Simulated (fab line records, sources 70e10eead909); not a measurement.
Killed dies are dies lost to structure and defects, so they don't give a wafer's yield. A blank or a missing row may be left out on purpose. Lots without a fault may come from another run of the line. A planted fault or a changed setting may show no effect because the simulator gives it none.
fab line records | flow nand_harc | part 2 of 2: steps 21 to 29 of 29
record lots=5 wafers=15 last_day=33
route steps=1302 shown A_CONTACT@1073
lots that met no fault: from a run of the same line without faults
start_h: hours from the record's first day to the start of the lot's first wafer shown | wait_h: hours since the lot's step before | " the same as in the row above | L1.1+2: a row that stands for several wafers | - no value, or no start given | * or withheld: withheld | < > ~ a bound
route shown NAME@n: a module of which the file shows steps, and the number in the route of the first | usual: mean/standard deviation of fault-free wafers | same: alike in all rows | chamber/n: place in a boat | sites: the reading at each site | _std_site: their standard deviation | _edge_site: outer sites' mean less inner sites' | radius_mm: how far each site lies from the wafer's centre | mask NAME#n: copy n | behind: the tool/chamber that last shaped the wafer | hold: why the lot was held/for how many hours/how that ended | device: the transistor (n, p or np) that didn't switch | end of line: the same wafers' tests at the end of the route | a step without rows: its recipe alone | killed: dies lost to structure and defects at the first sort, not the wafer's yield | map: a wafer's dies, x killed, . not, _ none there
set.NAME: the setting as run; set.NAME@STEP: as run at that earlier step | model.NAME: the simulator's own value behind a step, which no gauge read
lots at some steps of the route; a table a step, a row a wafer
services: from which hour (start_h, from the record's first day; less than 0 if before it) a tool's chamber was out of use, for how many hours, and why
## steps
# step NHARC_A_CONTACT_ETCH_98
# recipe target_depth_a=200 over_etch_frac=0.5 time_s=10 ion_energy_ev=250 c4f6_flow_sccm=25 o2_flow_sccm=20 ar_flow_sccm=500 rf_w=600 bias_w=500 chemistry=C4F6/O2
# usual drypump_motor_current_A=5.8/0.33 o2_flow_sccm=19.99/0.058 oes_product_au=0.952/0.019 rf_vpp_V=547/4.1 showerhead_plenum_p_Torr=3.95/0.21 throttle_valve_pct=26.903/0.009
# columns lot.wafer tool chamber start_h wait_h drypump_motor_current_A o2_flow_sccm oes_product_au rf_hours_counter_h rf_vpp_V showerhead_plenum_p_Torr throttle_valve_pct
L077.2 rie_diel-07 2 - - 6.0 19.91 0.967 9 545 3.85 26.905
L077.4 " 3 " " 5.5 19.97 0.951 11 542 3.67 26.908
L077.1 " 0 " " 6.0 20.06 0.940 12 552 4.22 26.907
L080.4 rie_diel-07 1 - - 5.8 19.92 0.960 15 546 3.91 26.894
L080.1 " 2 " " 6.0 20.02 0.947 15 545 3.85 26.900
L080.2 " 3 " " 5.6 20.02 0.931 18 543 3.67 26.907
L088.1 rie_diel-05 2 - - 6.1 20.05 0.994 19 553 4.21 26.909
L088.2 " 0 " " 6.3 20.03 0.990 21 552 4.18 26.893
L088.6 " 1 " " 5.4 20.03 1.001 - 547 3.95 26.919
L094.4 rie_diel-07 0 - - 5.9 20.01 0.985 8 551 4.20 26.894
L094.3 " 2 " " 6.0 19.91 0.990 8 547 3.84 26.924
L094.5 " 3 " " 5.6 19.92 0.986 - 544 3.66 26.901
L096.2 rie_diel-07 3 - - 5.6 20.09 0.943 16 540 3.65 26.895
L096.5 " 3 " " 5.6 19.91 0.926 - 542 3.65 26.895
L096.6 " 0 " " 5.9 19.93 0.946 - 553 4.20 26.909
# step NHARC_A_CONTACT_CD_MEAS_15
# usual cd_nm=189.9/0.62
# columns lot.wafer tool chamber start_h wait_h cd_nm
L077.1 cd_sem-03 - 507.93 - 190.1
L077.2 " - " " 189.7
L077.4 " - " " 190.2
L080.1 cd_sem-02 - 541.66 - 189.5
L080.2 " - " " 189.3
L080.4 " - " " 189.6
L088.1 cd_sem-03 - 627.01 - 190.0
L088.2 " - " " 190.4
L088.6 " - " " 189.8
L094.3 cd_sem-03 - 695.01 - 190.2
L094.4 " - " " 190.2
L094.5 " - " " 190.7
L096.2 cd_sem-01 - 724.64 - 190.4
L096.5 " - " " 190.2
L096.6 " - " " 190.4
# step NHARC_A_CONTACT_STRIP_107
# recipe n2_flow_sccm=150 h2_flow_sccm=150 ar_flow_sccm=0 bias_w=0 chemistry=N2/H2
# columns lot.wafer tool chamber start_h wait_h
L077.1+4+2 rie_diel-07 3,0,2 508.00 0.1
L080.4+2+1 rie_diel-07 2,3,1 541.74 0.1
L088.2+1+6 rie_diel-03 1,2,3 627.10 0.1
L094.3+4+5 rie_diel-07 0,2,0 695.08 0.1
L096.2+6+5 rie_diel-07 2,0,1 724.74 0.1
# step NHARC_A_CONTACT_STRIP_108
# recipe cf4_flow_sccm=100 chf3_flow_sccm=30 ar_flow_sccm=0 bias_w=0 chemistry=CF4/CHF3
# columns lot.wafer tool chamber start_h wait_h
L077.1+4+2 rie_diel-07 3,0,2 508.10 0.1
L080.4+2+1 rie_diel-07 0,1,2 541.84 0.1
L088.1+2+6 rie_diel-03 0,1,1 627.18 0.1
L094.3+4+5 rie_diel-07 1,3,1 695.17 0.1
L096.2+6+5 rie_diel-07 3,1,2 724.82 0.1
# step NHARC_A_CONTACT_STRIP_109
# recipe o2_flow_sccm=400 cos_flow_sccm=20 ar_flow_sccm=0 bias_w=0 chemistry=O2/COS
# columns lot.wafer tool chamber start_h wait_h
L077.2+1+4 rie_diel-07 0,1,2 508.16 0.0
L080.2+1+4 rie_diel-07 3,0,1 541.95 0.1
L088.2+1+6 rie_diel-03 2,3,1 627.24 0.1
L094.3+4+5 rie_diel-07 0,1,3 695.24 0.1
L096.2+5+6 rie_diel-07 2,3,0 724.88 0.1
# step NHARC_A_CONTACT_ETCH_110
# recipe target_depth_a=600 overetch_a=60 time_s=33 ion_energy_ev=100 cf4_flow_sccm=80 o2_flow_sccm=20 ar_flow_sccm=0 rf_w=300 bias_w=100 chemistry=CF4/O2
# usual drypump_motor_current_A=5.8/0.3 o2_flow_sccm=20.00/0.059 oes_product_au=1.001/0.0071 rf_vpp_V=197.8/1.6 showerhead_plenum_p_Torr=1.34/0.072 throttle_valve_pct=13.396/0.0084
# columns lot.wafer tool chamber start_h wait_h drypump_motor_current_A o2_flow_sccm oes_product_au rf_hours_counter_h rf_vpp_V showerhead_plenum_p_Torr throttle_valve_pct
L077.4 rie_diel-07 1 508.22 0.1 5.8 19.91 0.999 10 198.2 1.33 13.390
L077.2 " 2 " " 6.0 20.02 0.994 9 197.1 1.31 13.406
L077.1 " 0 " " 5.9 19.99 0.983 12 201.1 1.44 13.410
L080.1 rie_diel-07 0 542.02 0.1 5.9 20.07 1.000 18 199.4 1.44 13.393
L080.4 " 2 " " 6.0 20.01 0.999 15 197.3 1.31 13.391
L080.2 " 3 " " 5.5 20.05 1.007 18 195.3 1.24 13.406
L088.2 rie_diel-03 1 627.30 0.1 5.9 19.99 1.009 2 194.6 1.26 13.393
L088.1 " 2 " " 5.0 20.00 0.999 1 199.7 1.40 13.393
L088.6 " 2 " " 5.0 20.12 0.995 - 200.2 1.40 13.392
L094.4 rie_diel-07 2 695.30 0.1 6.0 19.94 0.997 8 197.7 1.30 13.397
L094.3 " 3 " " 5.6 20.07 1.000 9 197.7 1.24 13.407
L094.5 " 1 " " 5.8 19.96 0.991 - 197.0 1.33 13.381
L096.2 rie_diel-07 3 724.94 0.1 5.6 19.88 1.005 16 195.4 1.24 13.401
L096.5 " 2 " " 6.0 19.97 1.004 - 195.7 1.30 13.398
L096.6 " 3 " " 5.6 19.86 1.015 - 194.9 1.24 13.395
# step NHARC_A_CONTACT_STRIP_26
# recipe o2_flow_sccm=500 ar_flow_sccm=0 bias_w=0 chemistry=O2
# usual drypump_motor_current_A=5.8/0.31 o2_flow_sccm=500.2/1.6 oes_product_au=1.000/0.0072 rf_vpp_V=57.9/0.99 showerhead_plenum_p_Torr=3.54/0.19 throttle_valve_pct=17.037/0.0091
# columns lot.wafer tool chamber start_h wait_h drypump_motor_current_A o2_flow_sccm oes_product_au rf_hours_counter_h rf_vpp_V showerhead_plenum_p_Torr throttle_valve_pct
L077.2 rie_diel-07 2 - - 6.0 501.1 1.006 9 57.6 3.46 17.038
L077.4 " 3 " " 5.6 501.1 1.011 11 55.6 3.30 17.032
L077.1 " 0 " " 5.9 497.1 0.991 12 58.9 3.80 17.033
L080.4 rie_diel-07 1 - - 5.9 497.3 0.995 15 58.9 3.52 17.064
L080.2 " 2 " " 6.0 496.9 1.000 15 59.3 3.46 17.017
L080.1 " 3 " " 5.6 497.7 1.002 18 56.2 3.30 17.039
L088.1 rie_diel-03 0 - - 5.2 501.2 1.000 2 59.0 3.37 17.043
L088.2 " 2 " " 5.0 499.0 0.989 1 57.9 3.70 17.024
L088.6 " 3 " " 6.1 499.9 1.001 - 57.1 3.78 17.055
L094.4 rie_diel-07 1 - - 5.9 495.6 0.988 7 57.9 3.50 17.030
L094.3 " 3 " " 5.6 501.0 0.999 10 56.3 3.28 17.037
L094.5 " 2 " " 6.0 501.5 1.003 - 57.2 3.45 17.034
L096.2 rie_diel-07 0 - - 5.9 499.7 0.992 14 58.4 3.78 17.028
L096.5 " 3 " " 5.5 497.4 0.988 - 57.6 3.28 17.050
L096.6 " 0 " " 5.9 500.3 0.998 - 57.7 3.78 17.034
# step NHARC_A_CONTACT_STRIP_27
# recipe time_s=600 temp_c=30 chemistry=post_etch_residue_remover
# columns lot.wafer tool chamber start_h wait_h
L077.2+4+1 wet_bench-03 7,2,3 508.60 -
L080.1+2+4 wet_bench-07 3,4,7 542.40 -
L088.1+6+2 wet_bench-06 3,5,6 627.68 -
L094.3+5+4 wet_bench-03 7,1,3 695.68 -
L096.6+2+5 wet_bench-03 5,7,2 725.31 -
# step NHARC_A_CONTACT_ALD_18
# recipe target_thk_a=30 pulse_time_s=1 ald_cycles=150 temp_c=450 material=TiN
# usual heater_power_w=1104/100 precursor_pulse_height_rel=0.998/0.02
# columns lot.wafer tool chamber start_h wait_h heater_power_w precursor_pulse_height_rel
L077.2 ald_metal-02 3 508.89 - 1075 1.037
L077.4 " 0 " " 926 1.015
L077.1 " 1 " " 1112 1.003
L080.1 ald_metal-01 1 542.67 - 948 0.992
L080.2 " 0 " " 1184 1.008
L080.4 " 3 " " 1014 1.013
L088.2 ald_metal-01 1 627.97 - 933 1.000
L088.1 " 3 " " 1076 0.968
L088.6 " 0 " " 1178 0.974
L094.4 ald_metal-03 2 695.96 - 1179 0.995
L094.3 " 3 " " 1172 1.008
L094.5 " 1 " " 1085 1.014
L096.2 ald_metal-02 1 725.60 - 1087 0.983
L096.6 " 0 " " 964 1.013
L096.5 " 1 " " 1090 0.958
## services
# columns tool chamber start_h hours kind
litho_track-01 - 481.00 7.0 pm
arfi_scanner-02 - 481.22 0.7 repair
ald_metal-02 - 494.74 2.0 repair
ald_metal-01 2 498.73 107.6 repair
arfi_scanner-02 - 500.59 19.5 repair
ald_metal-01 - 502.00 10.0 pm
litho_track-06 - 505.00 7.0 pm
ald_metal-02 3 519.48 23.8 repair
litho_track-04 - 529.00 7.0 pm
rie_diel-05 3 534.63 5.9 repair
wet_bench-03 - 538.42 8.0 pm
ald_metal-02 2 556.81 2.7 repair
rie_diel-05 - 559.63 9.0 pm
wet_bench-03 - 589.79 2.8 repair
rie_diel-03 3 607.91 3.9 repair
rie_diel-03 - 611.37 9.0 pm
rie_diel-07 - 624.44 9.0 pm
rie_diel-05 3 649.29 4.2 repair
litho_track-01 - 656.00 7.0 pm
rie_diel-03 3 669.68 11.9 repair
litho_track-06 - 680.00 7.0 pm
litho_track-04 - 704.00 7.0 pm
har_cap_etch-03 - 714.41 0.4 repair
wet_bench-03 - 714.42 8.0 pm
